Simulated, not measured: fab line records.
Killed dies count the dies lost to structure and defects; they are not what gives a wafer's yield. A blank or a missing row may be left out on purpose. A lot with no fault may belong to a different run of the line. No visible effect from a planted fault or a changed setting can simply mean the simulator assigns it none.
Comparing a struck lot with a sound one	flow n5_finfet	38 steps out of a route of 1938
Sound: these wafers, L809.3, L809.4, L809.6. The struck wafers were L796.3, L796.5, L796.6. Last of all comes the cause.
For every step that has rows: the tool of each side, followed by ch and its chambers, followed by its first start. Under that, the readings that differ: sound wafers	struck wafers	difference of the means	sigmas: that difference in standard deviations of wafers without a fault.
alike: same words and numbers on both sides, and readings whose means sit less than 2 such deviations apart. not compared: any withheld reading, any reading some wafer has no value for, any bound like >300 that may hide the same value, and any number with overlapping values for which the record gives no deviation.
Wherever a step has rows on one side only, a row that says differs or no value, or a row with sigmas, the two part there. Non-overlapping numbers with no deviation appear without sigmas and do not part them. A reading that every wafer of one side lacks parts them only if that side has two wafers or more.

first, 12 steps without rows for these wafers: N5_SD_EPI_P_STRIP_38 (strips in N2/H2); N5_SD_EPI_P_ETCHBACK_46 (etches SiNx in CH3F/O2, stops on SiO2, target depth 17.5 nm); N5_SD_EPI_P_ETCH_47 (etches SiOCN in CH3F/O2, target depth 25 nm); N5_SD_EPI_P_ETCH_16 (etches SiO2 in CHF3/O2, target depth 5 nm); N5_SD_EPI_P_STRIP_50 (strips in CHF3/O2); N5_SD_EPI_P_SD_RECESS_17 (chemistry HBr/Cl2/O2, target depth 39.1 nm, bt time 3 s); N5_SD_EPI_P_WET_ETCH_45 (etches SiO2 in dHF, time 10.7 s, target depth 2 nm, rinse time 30 s); N5_SD_EPI_P_STRIP_40 (strips in N2/H2); N5_SD_EPI_P_PRECLEAN_52 (cleans in O3/DIW, time 60 s); N5_SD_EPI_P_SRD_20 (time 30 s); N5_SD_EPI_P_PRECLEAN_51 (cleans in NF3:NH3, afs cycles 1, time 20 s, sublimation time 60 s); N5_SD_EPI_P_VAPOR_ETCH_44 (etches SiGe30 in NF3/Ar, time 3.3 s).
N5_SD_EPI_P_EPI_21: deposits SiGe:B, time 355 s.
  sound on epi_rpcvd-01 ch 0, day 9 04:48; struck on epi_rpcvd-01 ch 0, day 5 22:50
reading	sound	struck	difference	sigmas
epi_growth_time_s (s)	355 355 355	236.19 236.19 236.19	-118.81	
model.SiGe-B_of_SD_EPI_P_EPI_21.thk_nm (nm)	61.6 62 62.2	43.2 43.8 43.6	-18.4	
N5_SD_EPI_P_EPI_MEAS_23:
  sound: film_metro-01 at day 9 06:46; struck: film_metro-02 at day 6 00:19
reading	sound	struck	difference	sigmas
thk_nm (nm)	60.9 63.3 63.0	42.9 43.8 42.8	-19.2	-14
then, 8 steps without rows for these wafers: N5_SD_EPI_P_HM_STRIP_48 (strips SiNx in H3PO4, material SiNx, target depth 3 nm); N5_SD_EPI_P_SRD_49 (time 30 s); N5_SD_EPI_P_PRECLEAN_24 (cleans in O3/DIW, time 45 s); N5_SD_EPI_P_PRECLEAN_32 (cleans in dHF, time 10 s); N5_SD_EPI_P_PRECLEAN_33 (cleans in SC2, time 45 s); N5_SD_EPI_P_SRD_25 (time 30 s); N5_SD_ACTIVATION_RTA_00 (time 0 s); N5_SD_ACTIVATION_LSA_01 (time 0.0008 s).
N5_SD_ACTIVATION_RS_MEAS_03: the measuring method here is four-point-probe.
  sound: film_metro-02 at day 9 07:24; struck: film_metro-02 at day 6 00:58
reading	sound	struck	difference	sigmas
RS_SD_N (ohm/sq)	22.44 22.45 22.41	21.81 21.83 21.89	-0.59	-2
RS_SD_P (ohm/sq)	55.5 55.1 54.4	80.3 79.8 79.2	+24.8	+28
then, 12 steps without rows for these wafers: N5_ILD0_LINER_00 (material SiNx, target thk 4 nm, pulse time 1 s, purge time 2 s); N5_ILD0_FCVD_FILL_01 (material SiO2 flowable, target thk 200 nm, time 328.3 s); N5_ILD0_CURE_02 (time 1800 s); N5_ILD0_CMP_03 (polishes, stops on SiNx, t overpolish 1.9 s, target thk 197.38 nm); N5_ILD0_CMP_07 (polishes SiO2 flowable, stops on poly-Si, t overpolish 1.18 s, target thk 138.88 nm); N5_ILD0_PRECLEAN_10 (cleans in NF3:NH3, afs cycles 5, time 20 s, sublimation time 60 s); N5_ILD0_ALD_15 (deposits SiNx, target thk 24 nm, pulse time 1 s, ald cycles 480); N5_ILD0_CMP_12 (polishes SiNx, stops on poly-Si, t overpolish 6 s, target thk 17.67 nm); N5_SDB_HM_DEP_00 (deposits SiNx from SiH4/NH3/N2, target thk 40 nm, time 35.3 s); N5_SDB_COAT_03 (time 60 s, resist thk 100 nm); N5_SDB_COAT_04 (time 60 s, resist thk 18 nm); N5_SDB_COAT_05 (resist thk 90 nm).
N5_MOL_CONTACT_COAG_ETCH_110: etches Si in CF4/O2, target depth 2.5 nm, time 8 s.
  sound on rie_diel-06 ch 1,3, day 10 13:07; struck on rie_diel-06 ch 0,1,2, day 7 05:54
reading	sound	struck	difference	sigmas
model.SiGe-B_of_SD_EPI_P_EPI_21.thk_nm (nm)	58.6 59 59.2	41.2 41.6 41.6	-17.5	
  alike: drypump_motor_current_A, oes_f_703_au, oes_product_au, rf_vpp_V, showerhead_plenum_p_Torr, throttle_valve_pct
  not compared: rf_hours_counter_h
-- record jumps: 3 days separate the struck wafers' starts on either side; left off in module MOL_CONTACT_COAG, taken up again in module BEOL_M4, whose first shown step is the route's number 1111 --
N5_BEOL_M4_RC_MEAS_101:
  sound on prober-02 ch 0, day 13 09:04; struck on prober-02 ch 0, day 10 11:00
reading	sound	struck	difference	sigmas
ION_P (uA/um)	466 468 456	421 436 429	-35	-4
REXT_P (ohm.um)	104.4 102.8 104.5	115.2 115.8 114.8	+11.4	+4
RS_SD_P (ohm/sq)	65.0 64.4 63.9	93.1 92.5 93.9	+28.7	+22
VT_P (mV)	-252 -250 -254	-265 -261 -263	-11	-3
VT_P_LVT (mV)	-101 -98 -102	-115 -112 -116	-14	-4
  alike: DIBL_N, DIBL_P, IOFF_N, IOFF_P, ION_N, SS_N, SS_P, VT_N
-- the record jumps here: 4 days lie between the struck wafers' starts before and after (it left off in module BEOL_M4 and takes up again in module PASSIVATION, whose first step shown is number 1936 of the route) --
N5_PASSIVATION_PROBE_49:
  record: rows for the struck wafers here (prober-01, day 14 14:29), none for the sound ones

## WHERE THEY PART
First at N5_SD_EPI_P_EPI_MEAS_23; last, within this record, at N5_PASSIVATION_PROBE_49.

WHY: whatever the simulator had introduced
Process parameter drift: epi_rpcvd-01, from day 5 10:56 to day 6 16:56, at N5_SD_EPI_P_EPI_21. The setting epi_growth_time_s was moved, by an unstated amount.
